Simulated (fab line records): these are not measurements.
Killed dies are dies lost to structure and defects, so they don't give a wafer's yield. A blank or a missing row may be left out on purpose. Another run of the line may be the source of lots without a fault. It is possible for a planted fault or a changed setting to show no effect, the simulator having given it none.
fab line records	flow n5Finfet
record: lots: 7	wafers: 39
route steps=1938 shown ZERO_LAYER@4 FIN_SAQP@96 SPACER0@258 HKMG_FIN@429 BEOL_M7@1263
startH: start of the lot's first displayed wafer, in hours after the record's first day	waitH: time in hours since the lot's previous step	" as in the row above	L1.1+2: several wafers, shown together as one row	- either no value or no given start	* or withheld: withheld	< > ~ a bound
route shown NAME@n: names a module that has steps shown in the file, with the first one's number in the route	usual: the fault-free wafers' mean and standard deviation	same: alike in all rows	chamber/n: place in a boat	sites: the reading at each site	_std_site: the standard deviation of these	_edge_site: mean of outer sites minus mean of inner sites	radiusMm: for every site, how far away it sits from the centre of the wafer	mask NAME#n: copy n	behind: the tool/chamber that last shaped the wafer	hold: cause of the lot's hold/its duration in hours/its outcome	device: which transistor (n, p or np) failed to switch	end of line: at the end of the route, the tests of the same wafers	for a step that has no rows: nothing shown but its recipe	killed: at the first sort, the dies lost to defects and structure; wafer yield is something else	map: a wafer's dies, marking killed ones x, the rest . and places with no die _
set.NAME: the setting the step ran with; set.NAME@STEP: the setting that earlier step ran with	model.NAME: the simulator's own value behind a step, which no gauge read
lots whose settings were changed on purpose; a table a step, a row a wafer
== steps ==
step: N5_ZERO_LAYER_PECVD_02
recipe: material: SiO2	targetThkA: 100	tempC: 400	precursor: SiH4/N2O	pressureTorr: 0.75	rfW: 275	timeS: 6
lot.wafer	tool	chamber	startH	waitH	set.timeS	model.SiO2_of_ZERO_LAYER_PECVD_02.thkNm
L074.1	pecvd-02	0	12.29	0.0	6	9.632
L074.2	"	1	"	"	9.216	15.07
L074.3	"	2	"	"	6	9.883
L074.4	"	0	"	"	6	9.907
L074.5	"	2	"	"	9.216	15.49
L074.6	"	1	"	"	9.216	15.33
L083.1	pecvd-01	1	66.28	0.0	7.319	12.15
L083.2	"	0	"	"	6	9.844
L083.3	"	0	"	"	6	9.946
L083.4	"	1	"	"	7.319	12.28
L083.5	"	0	"	"	6	9.954
L083.6	"	1	"	"	7.319	12.11
L084.1	pecvd-03	2	72.29	0.0	6	9.704
L084.2	"	0	"	"	6	9.921
L084.3	"	1	"	"	6	9.928
L084.4	"	0	"	"	6	10.08
L084.5	"	1	"	"	6	10.17
L084.6	"	2	"	"	6	9.871
L094.1	pecvd-03	0	132.29	0.0	9.455	15.43
L094.2	"	1	"	"	6	9.831
L094.3	"	2	"	"	9.455	15.49
L094.4	"	1	"	"	6	9.876
L094.5	"	0	"	"	9.455	15.7
L094.6	"	2	"	"	6	9.735
L095.1	pecvd-03	2	138.28	0.0	4.144	6.659
L095.2	"	0	"	"	6	9.958
L095.3	"	1	"	"	6	10.02
L095.4	"	1	"	"	4.144	7.008
L095.5	"	0	"	"	4.144	6.949
L095.6	"	2	"	"	6	9.963
L096.2	pecvd-01	2	144.28	0.0	6	9.971
L096.3	"	1	"	"	6	9.822
L096.4	"	2	"	"	6	9.929
L097.1	pecvd-03	2	150.28	0.0	6	9.674
L097.2	"	1	"	"	7.976	13.17
L097.3	"	0	"	"	7.976	13.13
L097.4	"	0	"	"	6	10.15
L097.5	"	2	"	"	6	9.846
L097.6	"	1	"	"	7.976	13.26
step: N5_FIN_SAQP_HM_DEP_03
recipe: material: SiNx	targetThkA: 380	tempC: 400	precursor: SiH4/NH3/N2	pressureTorr: 1.5	rfW: 300	timeS: 33.6
lot.wafer	tool	chamber	startH	waitH	set.targetThkA	model.SiNx_of_FIN_SAQP_HM_DEP_03.thkNm
L074.1	pecvd-04	1	21.20	0.3	292.5	28.93
L074.2	"	0	"	"	292.5	28.56
L074.3	"	2	"	"	292.5	28.92
L074.4	"	1	"	"	380	37.7
L074.5	"	2	"	"	380	38.06
L074.6	"	0	"	"	380	37.69
L083.1	pecvd-03	1	76.12	0.2	380	37.27
L083.2	"	0	"	"	605.8	59.2
L083.3	"	2	"	"	380	37.26
L083.4	"	0	"	"	605.8	60.84
L083.5	"	2	"	"	380	38.38
L083.6	"	1	"	"	605.8	60.3
L084.1	pecvd-04	0	81.72	0.2	264.7	25.55
L084.2	"	2	"	"	380	37.38
L084.3	"	2	"	"	380	38.39
L084.4	"	0	"	"	264.7	26.4
L084.5	"	0	"	"	264.7	27.15
L084.6	"	2	"	"	380	37.96
L094.1	pecvd-03	1	141.61	0.2	380	37.68
L094.2	"	2	"	"	380	37.84
L094.3	"	0	"	"	380	37.43
L094.4	"	2	"	"	380	38.16
L094.5	"	1	"	"	380	38.35
L094.6	"	0	"	"	380	37.97
L095.1	pecvd-03	0	146.71	0.2	380	38.05
L095.2	"	1	"	"	380	37.45
L095.3	"	2	"	"	380	38.19
L095.4	"	0	"	"	185.4	18.67
L095.5	"	1	"	"	185.4	19.25
L095.6	"	2	"	"	185.4	19.13
L096.2	pecvd-04	2	152.83	0.2	380	38.09
L096.3	"	0	"	"	380	37.1
L096.4	"	0	"	"	380	37.37
L097.1	pecvd-03	0	158.61	0.2	287.3	28.73
L097.2	"	2	"	"	287.3	28.99
L097.3	"	1	"	"	380	37.68
L097.4	"	0	"	"	380	38.64
L097.5	"	2	"	"	287.3	29.19
L097.6	"	1	"	"	380	38.45
step: N5_FIN_SAQP_THK_MEAS_05
usual: thkNm: 38.1/0.54
lot.wafer	tool	chamber	startH	waitH	set.targetThkA@FIN_SAQP_HM_DEP_03	thkNm
L074.1	filmMetro-01	-	21.29	0.1	292.5	29.0
L074.2	"	-	"	"	292.5	28.6
L074.3	"	-	"	"	292.5	29.0
L074.4	"	-	"	"	380	37.7
L074.5	"	-	"	"	380	38.1
L074.6	"	-	"	"	380	37.7
L083.1	filmMetro-02	-	76.21	0.1	380	37.3
L083.2	"	-	"	"	605.8	59.2
L083.3	"	-	"	"	380	37.3
L083.4	"	-	"	"	605.8	60.8
L083.5	"	-	"	"	380	38.4
L083.6	"	-	"	"	605.8	60.3
L084.1	filmMetro-02	-	81.84	0.1	264.7	25.6
L084.2	"	-	"	"	380	37.4
L084.3	"	-	"	"	380	38.4
L084.4	"	-	"	"	264.7	26.4
L084.5	"	-	"	"	264.7	27.1
L084.6	"	-	"	"	380	38.0
L094.1	filmMetro-02	-	141.70	0.1	380	37.7
L094.2	"	-	"	"	380	37.8
L094.3	"	-	"	"	380	37.4
L094.4	"	-	"	"	380	38.2
L094.5	"	-	"	"	380	38.3
L094.6	"	-	"	"	380	38.0
L095.1	filmMetro-02	-	146.79	0.1	380	38.1
L095.2	"	-	"	"	380	37.4
L095.3	"	-	"	"	380	38.2
L095.4	"	-	"	"	185.4	18.7
L095.5	"	-	"	"	185.4	19.2
L095.6	"	-	"	"	185.4	19.2
L096.2	filmMetro-01	-	152.92	0.1	380	38.1
L096.3	"	-	"	"	380	37.1
L096.4	"	-	"	"	380	37.4
L097.1	filmMetro-02	-	158.70	0.1	287.3	28.7
L097.2	"	-	"	"	287.3	29.0
L097.3	"	-	"	"	380	37.7
L097.4	"	-	"	"	380	38.6
L097.5	"	-	"	"	287.3	29.2
L097.6	"	-	"	"	380	38.5
step: N5_FIN_SAQP_PECVD_47
recipe: material: a-Si	targetThkA: 450	tempC: 400	precursor: SiH4/He	pressureTorr: 3	rfW: 100	timeS: 36.3
step: N5_FIN_SAQP_PECVD_48
recipe: material: SiNx	targetThkA: 250	tempC: 400	precursor: SiH4/NH3/N2	pressureTorr: 1.5	rfW: 300	timeS: 22.1
step: N5_FIN_SAQP_MANDREL2_REMOVE_60
recipe: chemistry: HBr/Cl2/O2	btTimeS: 10	target: a-Si	stopOn: SiNx	endpoint: OES-SiCl	overEtchFrac: 1	icpW: 600	biasW: 22	HBr_flow_sccm: 150	Cl2_flow_sccm: 80	O2_flow_sccm: 5	pressureMtorr: 10
step: N5_FIN_SAQP_HM_OPEN_33
recipe: chemistry: CH3F/O2	target: SiNx	maskMaterial: SiO2	targetDepthA: 494	timeS: 70.6	pressureMtorr: 30	sourceW: 395	biasW: 73	Ar_flow_sccm: 150	CH3F_flow_sccm: 30	O2_flow_sccm: 20	ionEnergyEv: 120	ends: cleared
usual: etchRfOnTimeS: 69.1/1.4
lot.wafer	tool	chamber	startH	waitH	set.targetThkA@FIN_SAQP_HM_DEP_03	etchRfOnTimeS	model.etch.depthNm
L074.1	rieDiel-05	1	26.34	0.1	292.5	52.7	28.31
L074.2	"	3	"	"	292.5	50.2	27.93
L074.3	"	0	"	"	292.5	52.3	28.28
L074.4	"	2	"	"	380	69.9	37.05
L074.5	"	3	"	"	380	67.8	37.42
L074.6	"	2	"	"	380	69.9	37.06
L083.1	rieDiel-01	2	80.78	0.0	380	68.7	36.61
L083.2	"	0	"	"	605.8	110.9	58.57
L083.3	"	1	"	"	380	67.2	36.61
L083.4	"	3	"	"	605.8	110.7	60.19
L083.5	"	2	"	"	380	71.2	37.72
L083.6	"	1	"	"	605.8	109.7	59.64
L084.1	rieDiel-01	2	86.26	0.0	264.7	46.2	24.9
L084.2	"	0	"	"	380	68.7	36.74
L084.3	"	1	"	"	380	68.0	37.76
L084.4	"	3	"	"	264.7	46.9	25.77
L084.5	"	3	"	"	264.7	48.3	26.5
L084.6	"	0	"	"	380	69.5	37.34
L094.1	rieDiel-02	3	146.82	0.0	380	67.4	36.9
L094.2	"	2	"	"	380	69.3	37.15
L094.3	"	0	"	"	380	68.8	36.8
L094.4	"	1	"	"	380	70.3	37.51
L094.5	"	3	"	"	380	68.9	37.66
L094.6	"	0	"	"	380	68.9	37.19
L095.1	rieDiel-01	1	151.51	0.0	380	67.2	37.39
L095.2	"	3	"	"	380	66.7	36.81
L095.3	"	2	"	"	380	69.6	37.57
L095.4	"	0	"	"	185.4	34.0	18.05
L095.5	"	0	"	"	185.4	34.9	18.62
L095.6	"	1	"	"	185.4	33.1	18.48
L096.2	rieDiel-05	1	157.73	0.0	380	69.8	37.47
L096.3	"	2	"	"	380	68.4	36.45
L096.4	"	0	"	"	380	67.9	36.68
L097.1	rieDiel-01	0	164.30	0.0	287.3	52.6	28.1
L097.2	"	1	"	"	287.3	51.2	28.36
L097.3	"	3	"	"	380	67.5	37.04
L097.4	"	2	"	"	380	71.6	37.98
L097.5	"	3	"	"	287.3	51.9	28.56
L097.6	"	0	"	"	380	71.4	37.8
step: N5_SPACER0_ALD_07
recipe: material: SiNx	targetThkA: 20	tempC: 400	aldPrecursorFamily: SiH2I2	aldCoReactant: N2/H2-plasma	pressureTorr: 2
lot.wafer	tool	chamber	startH	waitH	set.targetThkA	model.SiNx_of_SPACER0_ALD_07.thkNm
L074.1+2+3+4+5+6	aldSin-03	0,2,3,1,1,2	49.66	0.0	20	2
L083.1+2+5	aldSin-03	2,1,0	104.68	0.5	20	2
L083.3+4+6	"	3,0,1	"	"	27.06	2.6
L084.1+4+6	aldSin-01	0,3,0	109.92	0.0	20	2
L084.2+3+5	"	2,1,1	"	"	11.15	1.2
L094.1+3+4	aldSin-01	1,2,3	167.75	0.0	12.66	1.2
L094.2+5+6	"	0,0,3	"	"	20	2
L095.1+3+5	aldSin-01	1,0,1	172.64	0.0	26.34	2.6
L095.2+4+6	"	2,3,0	"	"	20	2
L096.2+3+4	aldSin-01	3,1,2	180.14	0.0	20	2
L097.1+4+6	aldSin-01	3,0,3	189.15	2.4	20	2
L097.2+3+5	"	2,1,2	"	"	16.96	1.6
step: N5_HKMG_FIN_DEVELOP_11
recipe: developTimeS: 30	developer: TMAH	resist: CAR-ArF	devTempC: 23	rinseLiquid: diw	dry: airSpin
lot.wafer	tool	chamber	startH	waitH	set.developTimeS
L074.1+3+6	lithoTrack-03	0	-	-	41.57
L074.2+4+5	"	0	"	"	30
L083.1+2+3	lithoTrack-02	0	-	-	30
L083.4+5+6	"	0	"	"	13.51
L084.1+3+5	lithoTrack-02	0	-	-	30
L084.2+4+6	"	0	"	"	40.99
L094.1+2+4	lithoTrack-03	0	-	-	19.66
L094.3+5+6	"	0	"	"	30
L095.1+3+6	lithoTrack-03	0	-	-	16.16
L095.2+4+5	"	0	"	"	30
L096.2+3+4	lithoTrack-02	0	-	-	30
L097.1+2+3+4+5+6	lithoTrack-04	0	-	-	30
step: N5_HKMG_FIN_CD_MEAS_12
recipe: targetCdNm: 92.8	landingEnergyEv: 500	detector: seInlens
usual: cdNm: 93.4/0.61
lot.wafer	tool	chamber	startH	waitH	set.developTimeS@HKMG_FIN_DEVELOP_11	cdNm
L074.1	cdSem-02	0	77.20	-	41.57	95.2
L074.2	"	0	"	"	30	93.7
L074.3	"	0	"	"	41.57	95.6
L074.4	"	0	"	"	30	94.8
L074.5	"	0	"	"	30	93.0
L074.6	"	0	"	"	41.57	96.1
L083.1	cdSem-01	0	130.92	-	30	93.4
L083.2	"	0	"	"	30	92.9
L083.3	"	0	"	"	30	92.7
L083.4	"	0	"	"	13.51	88.7
L083.5	"	0	"	"	13.51	88.9
L083.6	"	0	"	"	13.51	87.9
L084.1	cdSem-01	0	137.20	-	30	93.0
L084.2	"	0	"	"	40.99	95.4
L084.3	"	0	"	"	30	92.9
L084.4	"	0	"	"	40.99	94.3
L084.5	"	0	"	"	30	93.3
L084.6	"	0	"	"	40.99	94.5
L094.1	cdSem-02	0	194.46	-	19.66	92.5
L094.2	"	0	"	"	19.66	90.6
L094.3	"	0	"	"	30	94.3
L094.4	"	0	"	"	19.66	91.1
L094.5	"	0	"	"	30	93.3
L094.6	"	0	"	"	30	92.4
L095.1	cdSem-02	0	198.56	-	16.16	90.0
L095.2	"	0	"	"	30	91.8
L095.3	"	0	"	"	16.16	90.3
L095.4	"	0	"	"	30	92.0
L095.5	"	0	"	"	30	93.5
L095.6	"	0	"	"	16.16	88.4
L096.2	cdSem-02	0	210.18	-	30	93.1
L096.3	"	0	"	"	30	93.3
L096.4	"	0	"	"	30	93.9
L097.1	cdSem-01	0	215.47	-	30	93.4
L097.2	"	0	"	"	30	93.6
L097.3	"	0	"	"	30	92.8
L097.4	"	0	"	"	30	93.3
L097.5	"	0	"	"	30	93.6
L097.6	"	0	"	"	30	93.9
step: N5_HKMG_FIN_DESCUM_17
recipe: chemistry: O2	timeS: 7.9	sourcePowerW: 50	biasPowerW: 20	pressureMtorr: 20	rfFrequencyHz: 2.712e+07	tempC: 40	resist: CAR-ArF	o2FlowSccm: 225
lot.wafer	tool	chamber	startH	waitH	set.developTimeS@HKMG_FIN_DEVELOP_11	model.HKMG_FIN.cdNm
L074.1	rieDiel-05	3	77.28	0.0	41.57	95
L074.2	"	0	"	"	30	93.6
L074.3	"	2	"	"	41.57	95.6
L074.4	"	1	"	"	30	94.4
L074.5	"	3	"	"	30	93
L074.6	"	0	"	"	41.57	96
L083.1	rieDiel-01	2	131.02	0.0	30	93.6
L083.2	"	1	"	"	30	93.2
L083.3	"	3	"	"	30	92.6
L083.4	"	0	"	"	13.51	88.8
L083.5	"	1	"	"	13.51	89
L083.6	"	2	"	"	13.51	87.8
L084.1	rieDiel-01	0	137.30	0.0	30	93.2
L084.2	"	2	"	"	40.99	95.2
L084.3+5	"	1,3	"	"	30	93
L084.4+6	"	3,2	"	"	40.99	94.4
L094.1	rieDiel-05	1	194.55	0.0	19.66	92.4
L094.2	"	2	"	"	19.66	90.8
L094.3	"	3	"	"	30	93.8
L094.4	"	0	"	"	19.66	91.2
L094.5	"	2	"	"	30	93.4
L094.6	"	1	"	"	30	92.6
L095.1	rieDiel-02	0	198.65	0.0	16.16	89.4
L095.2	"	2	"	"	30	91.8
L095.3	"	3	"	"	16.16	90
L095.4	"	1	"	"	30	92
L095.5	"	0	"	"	30	92.8
L095.6	"	3	"	"	16.16	88.4
L096.2+3	rieDiel-01	2,0	210.27	0.0	30	93.2
L096.4	"	1	"	"	30	93.6
L097.1	rieDiel-05	3	215.55	0.0	30	93.2
L097.2+5	"	1,3	"	"	30	93.6
L097.3	"	2	"	"	30	93
L097.4	"	2	"	"	30	93.4
L097.6	"	1	"	"	30	94
step: N5_BEOL_M7_ILD_DEP_00
recipe: material: SiCOH_lowk	targetThkA: 1797.5	tempC: 300	precursor: DEMS/porogen	pressureTorr: 5	rfW: 500	timeS: 33.4
lot.wafer	tool	chamber	startH	waitH	set.timeS	model.SiCOH_lowk_of_BEOL_M7_ILD_DEP_00.thkNm
L074.1+4+6	pecvd-01	0,0,1	207.71	0.0	33.4	180.4
L074.2	"	2	"	"	33.4	179.8
L074.3	"	1	"	"	33.4	177.2
L074.5	"	2	"	"	33.4	182.8
L084.1	pecvd-01	0	259.08	0.0	23.62	131
L084.2	"	2	"	"	33.4	181
L084.3	"	1	"	"	33.4	180
L084.4	"	2	"	"	23.62	131.8
L084.5	"	1	"	"	33.4	182.8
L084.6	"	0	"	"	23.62	132.4
L083.1	pecvd-01	1	262.74	0.0	33.4	177
L083.2	"	2	"	"	53.29	283.8
L083.3	"	0	"	"	53.29	281.4
L083.4	"	1	"	"	33.4	179.4
L083.5	"	2	"	"	33.4	180.8
L083.6	"	0	"	"	53.29	287
L094.1	pecvd-03	0	323.41	0.0	33.4	178.2
L094.2	"	2	"	"	33.4	179.2
L094.3	"	1	"	"	19.73	109.6
L094.4+6	"	0,1	"	"	19.73	110.2
L094.5	"	2	"	"	33.4	183.6
L095.1+2	pecvd-03	1,2	335.01	0.0	33.4	179.8
L095.3	"	0	"	"	33.4	181.4
L095.4	"	1	"	"	33.4	184
L095.5	"	2	"	"	33.4	184.6
L095.6	"	0	"	"	33.4	185.8
L097.1	pecvd-01	0	338.19	0.0	33.4	178.4
L097.2	"	2	"	"	13.91	77.8
L097.3	"	1	"	"	33.4	180
L097.4	"	0	"	"	13.91	75.2
L097.5	"	2	"	"	13.91	77
L097.6	"	1	"	"	33.4	181.6
L096.2	pecvd-04	2	343.25	0.0	33.4	180.2
L096.3	"	0	"	"	33.4	177.8
L096.4	"	0	"	"	33.4	182.8
step: N5_BEOL_M7_CURE_74
recipe: tempC: 385	timeS: 240	ambient: He/Ar	material: SiCOH_lowk
lot.wafer	tool	chamber	startH	waitH	set.timeS@BEOL_M7_ILD_DEP_00	model.SiCOH_lowk_of_BEOL_M7_ILD_DEP_00.thkNm
L074.1+4+6	uvCure-01	1	207.77	0.0	33.4	155.6
L074.2	"	1	"	"	33.4	155
L074.3	"	1	"	"	33.4	152.8
L074.5	"	1	"	"	33.4	157.6
L084.1	uvCure-03	0	259.15	0.0	23.62	112.8
L084.2	"	0	"	"	33.4	156
L084.3	"	0	"	"	33.4	155.2
L084.4	"	0	"	"	23.62	113.4
L084.5	"	0	"	"	33.4	157.6
L084.6	"	0	"	"	23.62	113.8
L083.1	uvCure-03	2	263.22	0.5	33.4	152.6
L083.2	"	2	"	"	53.29	246.2
L083.3	"	2	"	"	53.29	244.2
L083.4	"	2	"	"	33.4	154.8
L083.5	"	2	"	"	33.4	156
L083.6	"	2	"	"	53.29	249
L094.1	uvCure-03	2	323.48	0.0	33.4	153.6
L094.2	"	2	"	"	33.4	154.4
L094.3	"	2	"	"	19.73	94.2
L094.4	"	2	"	"	19.73	94.8
L094.5	"	2	"	"	33.4	158.4
L094.6	"	2	"	"	19.73	94.6
L095.1	uvCure-02	1	335.40	0.4	33.4	155.2
L095.2	"	1	"	"	33.4	155
L095.3	"	1	"	"	33.4	156.4
L095.4	"	1	"	"	33.4	158.6
L095.5	"	1	"	"	33.4	159.2
L095.6	"	1	"	"	33.4	160.2
L097.1	uvCure-01	0	338.26	0.0	33.4	153.8
L097.2	"	0	"	"	13.91	66.8
L097.3	"	0	"	"	33.4	155.2
L097.4	"	0	"	"	13.91	64.4
L097.5	"	0	"	"	13.91	66
L097.6	"	0	"	"	33.4	156.6
L096.2	uvCure-01	2	343.40	0.1	33.4	155.4
L096.3	"	2	"	"	33.4	153.2
L096.4	"	2	"	"	33.4	157.6
step: N5_BEOL_M7_THK_MEAS_01
recipe: reads: SiCOH_lowk_of_BEOL_M7_ILD_DEP_00
usual: M7_ILD_THK: 155.2/2
lot.wafer	tool	chamber	startH	waitH	set.timeS@BEOL_M7_ILD_DEP_00	M7_ILD_THK[nm]
L074.1	filmMetro-02	-	208.29	0.4	33.4	155.5
L074.2	"	-	"	"	33.4	154.9
L074.3	"	-	"	"	33.4	152.7
L074.4	"	-	"	"	33.4	155.7
L074.5	"	-	"	"	33.4	157.6
L074.6	"	-	"	"	33.4	155.7
L084.1	filmMetro-01	-	260.14	0.8	23.62	112.8
L084.2	"	-	"	"	33.4	156.1
L084.3	"	-	"	"	33.4	155.3
L084.4	"	-	"	"	23.62	113.4
L084.5	"	-	"	"	33.4	157.6
L084.6	"	-	"	"	23.62	113.9
L083.1	filmMetro-02	-	265.17	1.6	33.4	152.8
L083.2	"	-	"	"	53.29	246.2
L083.3	"	-	"	"	53.29	244.1
L083.4	"	-	"	"	33.4	154.7
L083.5	"	-	"	"	33.4	155.8
L083.6	"	-	"	"	53.29	249.1
L094.1	filmMetro-02	-	323.99	0.4	33.4	153.6
L094.2	"	-	"	"	33.4	154.5
L094.3	"	-	"	"	19.73	94.2
L094.4	"	-	"	"	19.73	94.7
L094.5	"	-	"	"	33.4	158.5
L094.6	"	-	"	"	19.73	94.7
L095.1	filmMetro-01	-	336.49	0.9	33.4	155.1
L095.2	"	-	"	"	33.4	155.1
L095.3	"	-	"	"	33.4	156.5
L095.4	"	-	"	"	33.4	158.5
L095.5	"	-	"	"	33.4	159.1
L095.6	"	-	"	"	33.4	160.3
L097.1	filmMetro-01	-	338.77	0.4	33.4	153.9
L097.2	"	-	"	"	13.91	66.7
L097.3	"	-	"	"	33.4	155.1
L097.4	"	-	"	"	13.91	64.4
L097.5	"	-	"	"	13.91	66.0
L097.6	"	-	"	"	33.4	156.8
L096.2	filmMetro-02	-	343.83	0.4	33.4	155.3
L096.3	"	-	"	"	33.4	153.2
L096.4	"	-	"	"	33.4	157.6
== key ==
split: step: N5_ZERO_LAYER_PECVD_02	setting: timeS	stated: 6	by: wafer
response: step: N5_ZERO_LAYER_PECVD_02	reading: model.SiO2_of_ZERO_LAYER_PECVD_02.thkNm	change: +0.101	per: 1%	r: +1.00
split: step: N5_FIN_SAQP_HM_DEP_03	setting: targetThkA	stated: 380	by: wafer
response: step: N5_FIN_SAQP_HM_DEP_03	reading: model.SiNx_of_FIN_SAQP_HM_DEP_03.thkNm	change: +0.376	per: 1%	r: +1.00
response: step: N5_FIN_SAQP_THK_MEAS_05	reading: thkNm	change: *	per: 1%	r: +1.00
response: step: N5_FIN_SAQP_HM_OPEN_33	reading: etchRfOnTimeS	change: *	per: 1%	r: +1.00
response: step: N5_FIN_SAQP_HM_OPEN_33	reading: model.etch.depthNm	change: +0.376	per: 1%	r: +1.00
split: step: N5_SPACER0_ALD_07	setting: targetThkA	stated: 20	by: wafer
response: step: N5_SPACER0_ALD_07	reading: model.SiNx_of_SPACER0_ALD_07.thkNm	change: +0.0192	per: 1%	r: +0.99
split: step: N5_HKMG_FIN_DEVELOP_11	setting: developTimeS	stated: 30	by: wafer
response: step: N5_HKMG_FIN_CD_MEAS_12	reading: cdNm	change: +0.0629	per: 1%	r: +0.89
response: step: N5_HKMG_FIN_DESCUM_17	reading: model.HKMG_FIN.cdNm	change: +0.0634	per: 1%	r: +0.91
split: step: N5_BEOL_M7_ILD_DEP_00	setting: timeS	stated: 33.4	by: wafer
response: step: N5_BEOL_M7_ILD_DEP_00	reading: model.SiCOH_lowk_of_BEOL_M7_ILD_DEP_00.thkNm	change: +1.75	per: 1%	r: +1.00
response: step: N5_BEOL_M7_CURE_74	reading: model.SiCOH_lowk_of_BEOL_M7_ILD_DEP_00.thkNm	change: +1.52	per: 1%	r: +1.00
response: step: N5_BEOL_M7_THK_MEAS_01	reading: M7_ILD_THK	change: +1.52	per: 1%	r: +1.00
